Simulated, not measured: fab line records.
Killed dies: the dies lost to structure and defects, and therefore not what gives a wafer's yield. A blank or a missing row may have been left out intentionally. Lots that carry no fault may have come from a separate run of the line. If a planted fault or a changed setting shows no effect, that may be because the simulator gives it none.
fab line records	flow nandHarc
record: lots: 24	wafers: 72	lastDay: 33
route steps=1302 shown P_GATE@144 P_M0@283 P_M1@301
lots untouched by any fault: they come from a run of this same line in which no faults occurred
startH: the number of hours between the record's first day and the start of the first shown wafer of the lot	waitH: hours since the lot's step before	" as in the row above	L1.1+2: a row that stands for several wafers	- value missing, or start not given	* or withheld: withheld	< > ~ a bound
route shown NAME@n: names a module that has steps shown in the file, with the first one's number in the route	usual: mean/standard deviation of fault-free wafers	same: alike in all rows	chamber/n: place in a boat	sites: each site's reading	_std_site: standard deviation of those values	_edge_site: mean of outer sites minus mean of inner sites	radiusMm: for every site, how far away it sits from the centre of the wafer	mask NAME#n: copy n	behind: the last tool/chamber to shape the wafer	hold: why the lot was held/for how many hours/how that ended	device: the n, p or np transistor that did not switch	end of line: tests of these same wafers at the route's end	a step with no rows: only its recipe	killed: count of dies lost to structure and defects at first sort (not the wafer's yield)	map: a wafer's dies, x killed, . not, _ none there
set.NAME: the setting as run; set.NAME@STEP: as run at that earlier step	model.NAME: the simulator's own value behind a step, which no gauge read
one table for each step of the route and one row for each wafer, over a sample of lots
services: the hour from which a tool's chamber was out of use, counted from the record's first day as startH (under 0 if before that day), plus the number of hours and why
== steps ==
step: NHARC_P_GATE_DESCUM_31
recipe: timeS: 3	o2FlowSccm: 200	arFlowSccm: 0	biasPowerW: 0	chemistry: O2
usual: drypumpMotorCurrentA: 5.6/0.58	oesProductAu: 1.003/0.012	rfVppV: 57.7/0.83	showerheadPlenumPTorr: 1.93/0.073	throttleValvePct: 11.311/0.0083
lot.wafer	tool	chamber	startH	waitH	drypumpMotorCurrentA	oesProductAu	rfHoursCounterH	rfVppV	showerheadPlenumPTorr	throttleValvePct
L074.1	rieDiel-07	2	96.40	0.1	6.0	0.995	7.5	57.5	2.05	11.312
L074.6	"	0	"	"	6.7	0.982	-	56.8	1.90	11.310
L074.5	"	1	"	"	5.1	0.999	-	56.8	1.89	11.303
L075.4	rieDiel-05	1	109.65	0.1	5.6	0.988	3.9	57.5	1.82	11.300
L075.2	"	2	"	"	5.2	0.991	4.3	58.4	1.94	11.305
L075.5	"	0	"	"	5.3	1.003	-	57.3	1.94	11.305
L076.1	rieDiel-12	1	109.79	0.1	5.6	1.000	0.8	58.2	1.98	11.295
L076.4	"	2	"	"	5.8	0.990	0.8	56.6	2.05	11.319
L076.2	"	0	"	"	5.0	1.023	0.7	56.5	2.06	11.323
L077.3	rieDiel-12	1	127.78	0.1	5.7	1.017	2.0	57.8	1.98	11.304
L077.4	"	1	"	"	5.7	1.019	-	57.6	1.98	11.310
L077.5	"	2	"	"	5.8	0.990	-	59.7	2.05	11.325
L078.1	rieDiel-12	0	134.97	0.1	5.0	1.013	2.7	59.0	2.06	11.319
L078.4	"	1	"	"	5.6	1.004	2.6	57.6	1.98	11.317
L078.3	"	2	"	"	5.8	0.999	2.5	57.6	2.05	11.318
L079.2	rieDiel-12	3	148.03	0.1	4.6	1.015	1.6	57.3	1.85	11.317
L079.1	"	1	"	"	5.6	1.016	2.8	58.3	1.98	11.313
L079.3	"	2	"	"	5.8	0.995	2.7	58.3	2.05	11.297
L080.2	rieDiel-05	0	161.09	0.1	5.3	0.990	7.4	57.9	1.93	11.311
L080.3	"	1	"	"	5.6	0.995	8.3	58.0	1.82	11.328
L080.5	"	1	"	"	5.6	0.996	-	56.0	1.82	11.316
L081.3	rieDiel-12	3	172.93	0.1	4.7	1.018	3.7	55.8	1.85	11.299
L081.6	"	1	"	"	5.6	1.008	-	57.8	1.98	11.305
L081.5	"	3	"	"	4.7	1.010	-	58.7	1.85	11.315
L082.2	rieDiel-05	2	186.21	0.1	5.2	0.991	8.8	58.1	1.94	11.299
L082.4	"	1	"	"	5.6	0.993	8.6	57.7	1.82	11.316
L082.5	"	3	"	"	5.8	1.018	-	58.3	1.93	11.312
L083.2	rieDiel-12	3	193.68	0.1	4.6	1.020	4.8	56.8	1.85	11.301
L083.3	"	1	"	"	5.6	1.025	6.0	56.9	1.98	11.330
L083.6	"	3	"	"	4.7	1.024	-	56.9	1.85	11.314
L084.3	rieDiel-07	2	208.06	0.1	6.0	1.010	4.3	58.2	2.05	11.306
L084.5	"	3	"	"	6.5	1.004	-	59.1	1.88	11.305
L084.6	"	0	"	"	6.7	0.980	-	57.1	1.90	11.312
L086.2	rieDiel-05	0	216.28	0.1	5.3	0.982	9.9	58.0	1.93	11.314
L086.6	"	1	"	"	5.6	0.994	-	56.9	1.82	11.322
L086.5	"	2	"	"	5.2	0.994	-	59.0	1.94	11.307
L085.4	rieDiel-12	1	216.41	0.1	5.7	1.016	8.0	59.0	1.98	11.301
L085.3	"	3	"	"	4.6	1.018	6.0	58.3	1.85	11.311
L085.5	"	0	"	"	5.0	1.012	-	59.2	2.06	11.311
L087.3	rieDiel-07	3	227.57	0.1	6.5	1.006	4.6	57.0	1.88	11.319
L087.5	"	0	"	"	6.7	0.988	-	57.0	1.90	11.323
L087.6	"	1	"	"	5.1	0.996	-	57.9	1.89	11.323
L088.3	rieDiel-05	0	243.67	0.1	5.3	0.998	0.2	57.5	1.93	11.314
L088.1	"	1	"	"	5.6	1.003	0.2	57.1	1.82	11.298
L088.6	"	2	"	"	5.2	0.995	-	57.4	1.94	11.325
L089.1	rieDiel-07	3	254.54	0.1	6.5	1.003	6.8	56.9	1.88	11.308
L089.4	"	1	"	"	5.1	0.991	6.9	57.2	1.88	11.289
L089.5	"	0	"	"	6.7	0.989	-	58.8	1.90	11.317
L090.2	rieDiel-05	1	257.73	0.1	5.6	1.003	0.9	58.8	1.82	11.310
L090.3	"	2	"	"	5.2	0.991	1.5	57.5	1.94	11.306
L090.6	"	3	"	"	5.8	1.023	-	58.0	1.93	11.302
L091.3	rieDiel-07	1	270.38	0.1	5.1	1.003	7.6	57.0	1.89	11.302
L091.4	"	2	"	"	6.0	1.020	8.6	57.5	2.05	11.308
L091.5	"	0	"	"	6.7	0.996	-	57.6	1.90	11.313
L092.2	rieDiel-07	0	280.15	0.1	6.7	0.997	7.2	57.2	1.90	11.332
L092.1	"	1	"	"	5.1	0.992	7.8	57.4	1.89	11.314
L092.5	"	3	"	"	6.5	1.005	-	57.2	1.88	11.301
L093.1	rieDiel-05	2	280.57	0.1	5.2	0.993	3.4	57.5	1.94	11.318
L093.6	"	2	"	"	5.2	0.993	-	59.4	1.94	11.300
L093.5	"	3	"	"	5.8	1.018	-	59.2	1.93	11.309
L094.2	rieDiel-05	1	294.42	0.1	5.6	1.002	2.7	57.2	1.82	11.314
L094.1	"	3	"	"	5.8	1.027	3.6	57.4	1.93	11.314
L094.5	"	2	"	"	5.2	1.001	-	57.7	1.94	11.307
L095.2	rieDiel-07	1	304.77	0.1	5.1	1.001	0.1	56.9	1.88	11.307
L095.4	"	3	"	"	6.5	1.021	0.1	57.4	1.88	11.301
L095.5	"	2	"	"	6.0	0.995	-	56.7	2.05	11.312
L096.4	rieDiel-05	2	313.66	0.1	5.2	0.989	6.4	57.7	1.93	11.314
L096.3	"	3	"	"	5.8	1.013	5.5	58.5	1.93	11.309
L096.2	"	0	"	"	5.4	1.005	4.4	57.5	1.93	11.318
L097.3	rieDiel-07	0	328.30	0.1	6.7	1.013	3.0	58.3	1.90	11.311
L097.2	"	3	"	"	6.5	1.008	2.6	56.5	1.88	11.317
L097.6	"	0	"	"	6.6	1.011	-	57.2	1.90	11.299
step: NHARC_P_GATE_DEGAS_109
recipe: tempC: 300	timeS: 60
usual: heaterPowerW: 483/46
lot.wafer	tool	chamber	startH	waitH	heaterPowerW
L074.1	pvdSputter-02	-	114.44	0.1	505
L074.6	"	-	"	"	509
L074.5	"	-	"	"	508
L075.4	pvdSputter-03	-	129.17	0.1	519
L075.2	"	-	"	"	467
L075.5	"	-	"	"	394
L076.1	pvdSputter-02	-	129.97	0.1	498
L076.2	"	-	"	"	515
L076.4	"	-	"	"	553
L077.3	pvdSputter-01	-	145.08	0.1	441
L077.4	"	-	"	"	477
L077.5	"	-	"	"	460
L078.1	pvdSputter-03	-	152.20	0.1	466
L078.3	"	-	"	"	518
L078.4	"	-	"	"	421
L079.2	pvdSputter-03	-	167.61	0.1	513
L079.3	"	-	"	"	385
L079.1	"	-	"	"	476
L080.3	pvdSputter-02	-	178.44	0.1	515
L080.2	"	-	"	"	511
L080.5	"	-	"	"	509
L081.3	pvdSputter-03	-	190.40	0.1	495
L081.6	"	-	"	"	400
L081.5	"	-	"	"	419
L082.4	pvdSputter-01	-	203.29	0.1	483
L082.2	"	-	"	"	445
L082.5	"	-	"	"	492
L083.2	pvdSputter-02	-	210.79	0.1	508
L083.3	"	-	"	"	559
L083.6	"	-	"	"	500
L084.3	pvdSputter-02	-	225.33	0.1	521
L084.6	"	-	"	"	509
L084.5	"	-	"	"	514
L086.2	pvdSputter-03	-	233.33	0.1	496
L086.6	"	-	"	"	407
L086.5	"	-	"	"	426
L085.4	pvdSputter-02	-	233.65	0.1	491
L085.3	"	-	"	"	506
L085.5	"	-	"	"	503
L087.3	pvdSputter-03	-	244.88	0.1	504
L087.6	"	-	"	"	519
L087.5	"	-	"	"	403
L088.3	pvdSputter-02	-	260.74	0.1	499
L088.1	"	-	"	"	500
L088.6	"	-	"	"	574
L089.4	pvdSputter-03	-	271.93	0.1	490
L089.1	"	-	"	"	523
L089.5	"	-	"	"	412
L090.3	pvdSputter-02	-	275.02	0.1	503
L090.2	"	-	"	"	517
L090.6	"	-	"	"	493
L091.4	pvdSputter-03	-	287.36	0.1	483
L091.3	"	-	"	"	415
L091.5	"	-	"	"	490
L092.1	pvdSputter-02	-	297.25	0.1	520
L092.2	"	-	"	"	543
L092.5	"	-	"	"	539
L093.1	pvdSputter-01	-	297.86	0.1	476
L093.5	"	-	"	"	445
L093.6	"	-	"	"	443
L094.1	pvdSputter-02	-	311.82	0.1	561
L094.2	"	-	"	"	482
L094.5	"	-	"	"	527
L095.4	pvdSputter-01	-	322.39	0.1	452
L095.2	"	-	"	"	484
L095.5	"	-	"	"	449
L096.3	pvdSputter-01	-	330.88	0.1	473
L096.2	"	-	"	"	447
L096.4	"	-	"	"	471
L097.2	pvdSputter-01	-	345.69	0.1	477
L097.3	"	-	"	"	444
L097.6	"	-	"	"	491
step: NHARC_P_M0_PRE_CLEAN_31
recipe: timeS: 12	tempC: 370	rfPowerW: 300	gas: NH3
usual: heaterPowerW: 637/85
lot.wafer	tool	chamber	startH	waitH	heaterPowerW	sinceWetCleanH
L074.1	pecvd-01	2	123.88	0.1	498	162
L074.5	"	2	"	"	504	-
L074.6	"	0	"	"	643	-
L075.2	pecvd-03	1	139.16	0.1	612	122
L075.5	"	2	"	"	593	-
L075.4	"	0	"	"	759	-
L076.1	pecvd-03	0	139.63	0.1	774	122
L076.2	"	1	"	"	542	122
L076.4	"	0	"	"	788	-
L077.3	pecvd-04	1	154.47	0.1	677	53
L077.5	"	2	"	"	539	-
L077.4	"	0	"	"	555	-
L078.1	pecvd-03	1	161.65	0.1	565	144
L078.3	"	0	"	"	762	144
L078.4	"	1	"	"	583	-
L079.2	pecvd-04	2	177.90	0.1	659	77
L079.1	"	0	"	"	576	77
L079.3	"	1	"	"	720	77
L080.2	pecvd-04	1	187.92	0.1	703	87
L080.3	"	2	"	"	598	87
L080.5	"	1	"	"	718	-
L081.3	pecvd-03	1	199.96	0.1	499	2
L081.6	"	0	"	"	806	-
L081.5	"	2	"	"	703	-
L082.2	pecvd-04	0	212.92	0.1	523	112
L082.4	"	2	"	"	587	-
L082.5	"	1	"	"	659	-
L083.2	pecvd-04	0	220.17	0.1	519	119
L083.3	"	1	"	"	702	119
L083.6	"	1	"	"	724	-
L084.3	pecvd-01	1	234.92	0.1	678	92
L084.5	"	0	"	"	658	-
L084.6	"	2	"	"	564	-
L086.2	pecvd-03	1	242.72	0.1	603	44
L086.6	"	2	"	"	665	-
L086.5	"	0	"	"	849	-
L085.3	pecvd-04	0	243.14	0.1	565	142
L085.5	"	0	"	"	560	-
L085.4	"	1	"	"	654	-
L087.3	pecvd-03	0	254.41	0.1	753	56
L087.6	"	1	"	"	607	-
L087.5	"	2	"	"	711	-
L088.1	pecvd-03	0	270.68	0.2	804	72
L088.3	"	2	"	"	694	72
L088.6	"	1	"	"	636	-
L089.1	pecvd-03	2	281.28	0.1	702	83
L089.4	"	2	"	"	694	-
L089.5	"	0	"	"	750	-
L090.2	pecvd-01	0	284.55	0.1	699	141
L090.3	"	1	"	"	602	141
L090.6	"	0	"	"	714	-
L091.3	pecvd-01	0	297.76	0.1	696	155
L091.4	"	0	"	"	672	-
L091.5	"	1	"	"	648	-
L092.1	pecvd-03	0	306.80	0.1	853	108
L092.2	"	2	"	"	698	108
L092.5	"	0	"	"	855	-
L093.1	pecvd-01	0	307.36	0.1	728	164
L093.6	"	1	"	"	633	-
L093.5	"	2	"	"	537	-
L094.2	pecvd-04	0	321.21	0.1	489	39
L094.1	"	2	"	"	601	39
L094.5	"	2	"	"	606	-
L095.2	pecvd-03	1	331.81	0.1	573	133
L095.5	"	2	"	"	707	-
L095.4	"	1	"	"	581	-
L096.2	pecvd-04	0	340.56	0.2	610	58
L096.4	"	2	"	"	634	-
L096.3	"	0	"	"	585	-
L097.3	pecvd-01	2	355.56	0.1	500	31
L097.2	"	0	"	"	591	31
L097.6	"	1	"	"	598	-
step: NHARC_P_M1_CD_MEAS_16
usual: cdNm: 129.7/0.71
lot.wafer	tool	chamber	startH	waitH	cdNm
L074.1	cdSem-02	-	125.74	-	128.6
L074.5	"	-	"	"	129.1
L074.6	"	-	"	"	128.7
L075.2	cdSem-01	-	140.97	-	130.8
L075.4	"	-	"	"	130.9
L075.5	"	-	"	"	130.9
L076.1	cdSem-01	-	141.51	-	130.9
L076.2	"	-	"	"	131.6
L076.4	"	-	"	"	130.2
L077.3	cdSem-01	-	156.30	-	129.5
L077.4	"	-	"	"	129.3
L077.5	"	-	"	"	129.0
L078.1	cdSem-03	-	163.60	-	129.0
L078.3	"	-	"	"	129.9
L078.4	"	-	"	"	129.3
L079.1	cdSem-03	-	179.94	-	129.6
L079.2	"	-	"	"	129.9
L079.3	"	-	"	"	129.8
L080.2	cdSem-02	-	189.64	-	129.8
L080.3	"	-	"	"	130.3
L080.5	"	-	"	"	129.9
L081.3	cdSem-01	-	201.77	-	128.8
L081.5	"	-	"	"	129.8
L081.6	"	-	"	"	129.7
L082.2	cdSem-03	-	214.61	-	128.2
L082.4	"	-	"	"	130.0
L082.5	"	-	"	"	130.1
L083.2	cdSem-03	-	221.85	-	130.2
L083.3	"	-	"	"	129.3
L083.6	"	-	"	"	128.4
L084.3	cdSem-01	-	236.73	-	128.4
L084.5	"	-	"	"	129.2
L084.6	"	-	"	"	129.4
L086.2	cdSem-02	-	244.52	-	130.0
L086.5	"	-	"	"	129.9
L086.6	"	-	"	"	129.1
L085.3	cdSem-02	-	244.96	-	129.3
L085.4	"	-	"	"	130.9
L085.5	"	-	"	"	129.7
L087.3	cdSem-03	-	256.23	-	130.4
L087.5	"	-	"	"	129.9
L087.6	"	-	"	"	130.8
L088.1	cdSem-02	-	272.40	-	129.7
L088.3	"	-	"	"	128.2
L088.6	"	-	"	"	128.8
L089.1	cdSem-03	-	283.11	-	129.4
L089.4	"	-	"	"	129.8
L089.5	"	-	"	"	129.2
L090.2	cdSem-01	-	286.37	-	130.0
L090.3	"	-	"	"	130.1
L090.6	"	-	"	"	129.7
L091.3	cdSem-03	-	299.62	-	130.3
L091.4	"	-	"	"	130.9
L091.5	"	-	"	"	129.4
L092.1	cdSem-03	-	308.47	-	130.8
L092.2	"	-	"	"	130.0
L092.5	"	-	"	"	130.2
L093.1	cdSem-03	-	309.15	-	129.4
L093.5	"	-	"	"	129.7
L093.6	"	-	"	"	130.6
L094.1	cdSem-03	-	323.03	-	129.5
L094.2	"	-	"	"	130.0
L094.5	"	-	"	"	129.9
L095.2	cdSem-03	-	333.47	-	129.6
L095.4	"	-	"	"	129.7
L095.5	"	-	"	"	128.6
L096.2	cdSem-01	-	342.40	-	129.6
L096.3	"	-	"	"	128.5
L096.4	"	-	"	"	129.2
L097.2	cdSem-01	-	357.37	-	129.4
L097.3	"	-	"	"	130.7
L097.6	"	-	"	"	131.1
step: NHARC_P_M1_DEGAS_29
recipe: tempC: 250	timeS: 60
usual: heaterPowerW: 337/27
lot.wafer	tool	chamber	startH	waitH	heaterPowerW
L074.1	pvdSputter-01	-	126.50	-	349
L074.5	"	-	"	"	319
L074.6	"	-	"	"	323
L075.4	pvdSputter-01	-	141.75	-	347
L075.2	"	-	"	"	341
L075.5	"	-	"	"	330
L076.4	pvdSputter-02	-	142.29	-	361
L076.1	"	-	"	"	348
L076.2	"	-	"	"	366
L077.3	pvdSputter-03	-	157.01	-	376
L077.4	"	-	"	"	282
L077.5	"	-	"	"	373
L078.1	pvdSputter-01	-	164.31	-	340
L078.3	"	-	"	"	329
L078.4	"	-	"	"	344
L079.3	pvdSputter-01	-	180.65	-	316
L079.1	"	-	"	"	346
L079.2	"	-	"	"	346
L080.3	pvdSputter-02	-	190.35	-	369
L080.2	"	-	"	"	350
L080.5	"	-	"	"	357
L081.3	pvdSputter-01	-	202.55	-	324
L081.6	"	-	"	"	317
L081.5	"	-	"	"	331
L082.4	pvdSputter-01	-	215.32	-	357
L082.2	"	-	"	"	312
L082.5	"	-	"	"	350
L083.2	pvdSputter-01	-	222.61	-	328
L083.3	"	-	"	"	340
L083.6	"	-	"	"	346
L084.3	pvdSputter-01	-	237.44	-	338
L084.5	"	-	"	"	345
L084.6	"	-	"	"	342
L086.2	pvdSputter-01	-	245.25	-	346
L086.5	"	-	"	"	337
L086.6	"	-	"	"	329
L085.4	pvdSputter-02	-	245.67	-	404
L085.3	"	-	"	"	360
L085.5	"	-	"	"	367
L087.3	pvdSputter-03	-	256.93	-	352
L087.6	"	-	"	"	351
L087.5	"	-	"	"	364
L088.3	pvdSputter-03	-	273.12	-	374
L088.1	"	-	"	"	293
L088.6	"	-	"	"	308
L089.4	pvdSputter-03	-	283.83	-	368
L089.1	"	-	"	"	288
L089.5	"	-	"	"	366
L090.2	pvdSputter-01	-	287.10	-	339
L090.3	"	-	"	"	345
L090.6	"	-	"	"	348
L091.4	pvdSputter-03	-	300.34	-	297
L091.3	"	-	"	"	351
L091.5	"	-	"	"	297
L092.1	pvdSputter-01	-	309.18	-	319
L092.2	"	-	"	"	318
L092.5	"	-	"	"	304
L093.1	pvdSputter-03	-	309.86	-	357
L093.6	"	-	"	"	357
L093.5	"	-	"	"	364
L094.2	pvdSputter-03	-	323.75	-	289
L094.1	"	-	"	"	341
L094.5	"	-	"	"	369
L095.2	pvdSputter-03	-	334.17	-	345
L095.4	"	-	"	"	368
L095.5	"	-	"	"	376
L096.3	pvdSputter-01	-	343.11	-	312
L096.2	"	-	"	"	334
L096.4	"	-	"	"	322
L097.3	pvdSputter-02	-	358.08	-	345
L097.2	"	-	"	"	383
L097.6	"	-	"	"	338
step: NHARC_P_M1_PVD_20
recipe: targetThkA: 50	biasV: 168.6	powerW: 15000	chamberPressurePa: 0.12	timeS: 8.06	substrateTempC: 50	material: TaN
usual: cathodeDcPowerW: 15000/2.6	throttleValvePct: 30.4/1.1
lot.wafer	tool	chamber	startH	waitH	cathodeDcPowerW	throttleValvePct
L074.1	pvdSputter-01	-	-	-	15002	30.9
L074.6	"	-	"	"	14998	31.6
L074.5	"	-	"	"	15003	30.9
L075.4	pvdSputter-01	-	-	-	15002	31.4
L075.2	"	-	"	"	15001	30.8
L075.5	"	-	"	"	15002	32.0
L076.1	pvdSputter-02	-	-	-	15000	29.3
L076.2	"	-	"	"	15000	31.8
L076.4	"	-	"	"	15002	30.5
L077.4	pvdSputter-03	-	-	-	14998	29.1
L077.3	"	-	"	"	14999	30.1
L077.5	"	-	"	"	14998	29.2
L078.1	pvdSputter-01	-	-	-	15000	32.0
L078.3	"	-	"	"	14996	29.7
L078.4	"	-	"	"	15001	30.8
L079.2	pvdSputter-01	-	-	-	15004	29.6
L079.3	"	-	"	"	15001	31.6
L079.1	"	-	"	"	14996	30.6
L080.2	pvdSputter-02	-	-	-	15002	30.4
L080.3	"	-	"	"	14995	27.5
L080.5	"	-	"	"	15001	31.8
L081.3	pvdSputter-01	-	-	-	14997	31.1
L081.6	"	-	"	"	14998	31.0
L081.5	"	-	"	"	14998	31.8
L082.4	pvdSputter-01	-	-	-	15001	31.0
L082.2	"	-	"	"	14998	31.5
L082.5	"	-	"	"	14994	29.5
L083.2	pvdSputter-01	-	-	-	14999	29.4
L083.3	"	-	"	"	15004	31.6
L083.6	"	-	"	"	15000	29.4
L084.3	pvdSputter-01	-	-	-	14999	30.2
L084.6	"	-	"	"	15003	31.6
L084.5	"	-	"	"	14996	30.3
L086.2	pvdSputter-01	-	-	-	15001	30.1
L086.6	"	-	"	"	15000	31.7
L086.5	"	-	"	"	15000	30.3
L085.4	pvdSputter-02	-	-	-	14995	30.5
L085.3	"	-	"	"	14999	27.4
L085.5	"	-	"	"	15003	29.5
L087.3	pvdSputter-03	-	-	-	14998	29.9
L087.5	"	-	"	"	15006	31.8
L087.6	"	-	"	"	14997	29.6
L088.3	pvdSputter-03	-	-	-	14998	29.8
L088.1	"	-	"	"	14999	28.7
L088.6	"	-	"	"	15003	29.8
L089.1	pvdSputter-03	-	-	-	14998	29.8
L089.4	"	-	"	"	14998	29.6
L089.5	"	-	"	"	15001	28.8
L090.3	pvdSputter-01	-	-	-	15000	31.5
L090.2	"	-	"	"	15001	29.2
L090.6	"	-	"	"	15003	31.5
L091.4	pvdSputter-03	-	-	-	14996	31.4
L091.3	"	-	"	"	15000	28.9
L091.5	"	-	"	"	14997	29.7
L092.1	pvdSputter-01	-	-	-	15000	29.2
L092.2	"	-	"	"	14999	30.1
L092.5	"	-	"	"	14998	29.1
L093.1	pvdSputter-03	-	-	-	15000	31.6
L093.5	"	-	"	"	14999	31.6
L093.6	"	-	"	"	15000	29.7
L094.1	pvdSputter-03	-	-	-	14999	29.9
L094.2	"	-	"	"	14999	29.5
L094.5	"	-	"	"	14998	29.5
L095.2	pvdSputter-03	-	-	-	14998	29.7
L095.4	"	-	"	"	14996	29.8
L095.5	"	-	"	"	15000	29.6
L096.4	pvdSputter-01	-	-	-	15000	31.4
L096.2	"	-	"	"	15000	30.0
L096.3	"	-	"	"	15003	29.0
L097.3	pvdSputter-02	-	-	-	14998	29.9
L097.2	"	-	"	"	14999	32.0
L097.6	"	-	"	"	15004	31.8
== services ==
tool	chamber	startH	hours	kind
pecvd-04	-	88.12	13.0	pm
pvdSputter-02	-	104.00	10.0	pm
rieDiel-07	-	117.22	9.0	pm
rieDiel-05	3	123.40	7.5	repair
rieDiel-05	2	155.53	7.6	repair
pvdSputter-01	-	156.94	2.0	repair
pecvd-04	2	157.27	12.5	repair
pvdSputter-03	-	170.03	10.0	pm
pecvd-03	-	185.43	13.0	pm
pvdSputter-03	-	198.86	4.8	repair
pecvd-03	-	209.55	0.5	repair
pvdSputter-01	-	226.00	10.0	pm
rieDiel-05	-	229.60	9.0	pm
pecvd-04	-	269.12	13.0	pm
pvdSputter-02	-	282.00	10.0	pm
rieDiel-05	-	289.06	3.4	repair
pvdSputter-03	-	290.47	0.6	repair
rieDiel-07	-	294.22	9.0	pm
pecvd-04	-	313.03	0.6	repair
pecvd-04	-	319.65	0.9	repair
pecvd-04	1	322.90	18.7	repair
rieDiel-07	2	322.94	11.5	repair
pvdSputter-03	-	344.22	1.5	repair
pvdSputter-03	-	348.03	10.0	pm
== key ==
fault none
